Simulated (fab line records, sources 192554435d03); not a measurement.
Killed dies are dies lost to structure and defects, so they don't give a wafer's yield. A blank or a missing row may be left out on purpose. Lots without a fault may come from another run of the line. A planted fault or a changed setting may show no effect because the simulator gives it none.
Split-lot experiment | flow n5_finfet | 7 lots, 21 wafers read, on a route of 1938 steps

THE SPLIT
At N5_BEOL_M0_SAQP_PECVD_03 (deposits SiCN from 3MS/NH3, target thk 12 nm, time 21.1 s), the setting time_s was moved away from the recipe's 21.1 s on 8 of the 21 wafers read, by -14.3% to +14.8%. The other wafers ran this setting at the recipe's value.

FROM THE SPLIT TO THE READING: what the file shows between them, 7 steps
- N5_BEOL_M0_SAQP_SPACER1_ALD_98: deposits SiO2, target thk 12.8 nm, pulse time 1 s, purge time 2 s (also split here: ald_cycles)
- N5_BEOL_M0_SAQP_SPACER1_ETCHBACK_99: etches SiO2 in CHF3/O2, target depth 15.4 nm, time 7.7 s
- N5_BEOL_M0_SAQP_MANDREL1_REMOVE_100: chemistry HBr/Cl2/O2, target a-Si, stops on SiNx, bt time 10 s
- N5_BEOL_M0_SAQP_CD_MEAS_25: target cd 13.1 nm
- N5_BEOL_M0_SAQP_ETCH_101: etches SiNx in CH3F/O2, target depth 29.9 nm, time 42.7 s
- N5_BEOL_M0_SAQP_ETCH_102: etches SiO2 in CF4, target depth 4 nm, time 4.4 s
- N5_BEOL_M0_SAQP_MANDREL_ETCH_103: etches a-Si in HBr/Cl2, stops on SiCN, target depth 45 nm, bt time 10 s, time 27 s

THE READING
SiCN_of_BEOL_M0_SAQP_PECVD_03.thk_nm (the simulator's own value, which no gauge read), in nm, at N5_BEOL_M0_SAQP_RECESS_104 (chemistry HF/NH3, target SiO2, target depth 18 nm, afs cycles 3, sublimation time 60 s). The file gives no usual value for it. The 13 wafers here that ran the recipe average 8.6 nm, standard deviation 0.18 nm.

wafer  | tool, chamber at the split | time_s as run, s | against the recipe | SiCN_of_BEOL_M0_SAQP_PECVD_03.thk_nm, nm | against lot-mates on the recipe
L074.1 | pecvd-04, 2                | 18.87            | -10.6%             | 7.2                                      | -1.6
L074.4 | pecvd-04, 2                | 21.1             | recipe             | 8.8                                      | -
L074.6 | pecvd-04, 2                | 18.87            | -10.6%             | 7.6                                      | -1.2
L078.1 | pecvd-03, 2,0              | 18.12            | -14.1%             | 6.8                                      | -1.6
L078.2 | pecvd-03, 2,0              | 18.12            | -14.1%             | 6.6                                      | -1.8
L078.5 | pecvd-03, 2                | 21.1             | recipe             | 8.4                                      | -
L081.1 | pecvd-03, 2,1              | 24.02            | +13.8%             | 10.2                                     | +1.2
L081.4 | pecvd-03, 2                | 21.1             | recipe             | 9                                        | -
L081.6 | pecvd-03, 2,1              | 24.02            | +13.8%             | 10.4                                     | +1.4
L083.1 | pecvd-01, 0,2              | 21.1             | recipe             | 8.6                                      | -
L083.2 | pecvd-01, 0,2              | 21.1             | recipe             | 8.6                                      | -
L083.4 | pecvd-01, 1                | 24.23            | +14.8%             | 10.6                                     | +2.0
L084.2 | pecvd-03, 0                | 21.1             | recipe             | 8.4                                      | -
L084.3 | pecvd-03, 1,0              | 21.1             | recipe             | 8.6                                      | -
L084.6 | pecvd-03, 1,0              | 21.1             | recipe             | 8.6                                      | -
L093.3 | pecvd-04, 1,2              | 21.1             | recipe             | 8.6                                      | -
L093.4 | pecvd-04, 1,2              | 21.1             | recipe             | 8.4                                      | -
L093.6 | pecvd-04, 1                | 21.1             | recipe             | 8.8                                      | -
L094.1 | pecvd-04, 1                | 21.1             | recipe             | 8.4                                      | -
L094.5 | pecvd-04, 1                | 21.1             | recipe             | 8.8                                      | -
L094.6 | pecvd-04, 0                | 18.09            | -14.3%             | 6.8                                      | -1.8
Where a row lists several chambers, the file gives one row for several wafers and doesn't say which wafer went through which chamber.

THE FIT
A straight line over all 21 wafers: SiCN_of_BEOL_M0_SAQP_PECVD_03.thk_nm changes by +0.127 nm for each +1% of time_s; r = +0.99; the points scatter about the line by 0.18 nm.
The same after taking each lot's own level away (the mean of its wafers on the recipe; 21 wafers): +0.118 nm for each +1%; r = +0.98; scatter 0.18 nm.
On that fit, the largest move of time_s shifts the reading by 1.7 nm.
The lots' own levels span 8.40 to 9.00 nm, that is 3.3 times the standard deviation above.
So the lot-to-lot level changes the slope little: the two slopes agree.
Check: with one of the wafers moved furthest among these (+14.8%) left out of the fit, the line predicts +1.61 nm for it against its lot-mates. It came out at +2 nm against them.

OTHER SPLITS ON THESE WAFERS
These wafers also went through other splits before the reading. Each is held against what the fit with the lots' levels taken away leaves over:
other split on the same wafers            | wafers away from the commonest value | r with SiCN_of_BEOL_M0_SAQP_PECVD_03.thk_nm (lot level and that fit taken away)
N5_HKMG_FIN_COAT_30 spin_rpm              | 11                                   | +0.00
N5_HKMG_FIN_ETCH_32 h2_flow_sccm          | 7                                    | +0.29
N5_MOL_CONTACT_COAG_ALD_27 time_s         | 7                                    | -0.16
N5_MOL_CONTACT_COAG_COAT_77 spin_rpm      | 7                                    | +0.13
N5_MOL_CONTACT_COAG_CVD_140 target_thk_a  | 5                                    | -0.18
N5_BEOL_M0_SAQP_SPACER1_ALD_98 ald_cycles | 8                                    | +0.06

THE WHOLE CHAIN: every reading that the file lists as answering this split, in the file's order
step                             | what it does                                                                           | reading                                                                               | change (the file's fit)               | r (the file's)
N5_BEOL_M0_SAQP_PECVD_03         | deposits SiCN from 3MS/NH3, target thk 12 nm, time 21.1 s                              | SiCN_of_BEOL_M0_SAQP_PECVD_03.thk_nm (the simulator's own value, which no gauge read) | +0.135 nm for each +1% of the setting | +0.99
N5_BEOL_M0_SAQP_MANDREL_ETCH_103 | etches a-Si in HBr/Cl2, stops on SiCN, target depth 45 nm, bt time 10 s, time 27 s     | SiCN_of_BEOL_M0_SAQP_PECVD_03.thk_nm (the simulator's own value, which no gauge read) | +0.132 nm for each +1% of the setting | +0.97
N5_BEOL_M0_SAQP_RECESS_104       | chemistry HF/NH3, target SiO2, target depth 18 nm, afs cycles 3, sublimation time 60 s | SiCN_of_BEOL_M0_SAQP_PECVD_03.thk_nm (the simulator's own value, which no gauge read) | +0.121 nm for each +1% of the setting | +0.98

THE FILE'S OWN FIT
SiCN_of_BEOL_M0_SAQP_PECVD_03.thk_nm changes by +0.121 nm for each +1% of time_s, r = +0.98.
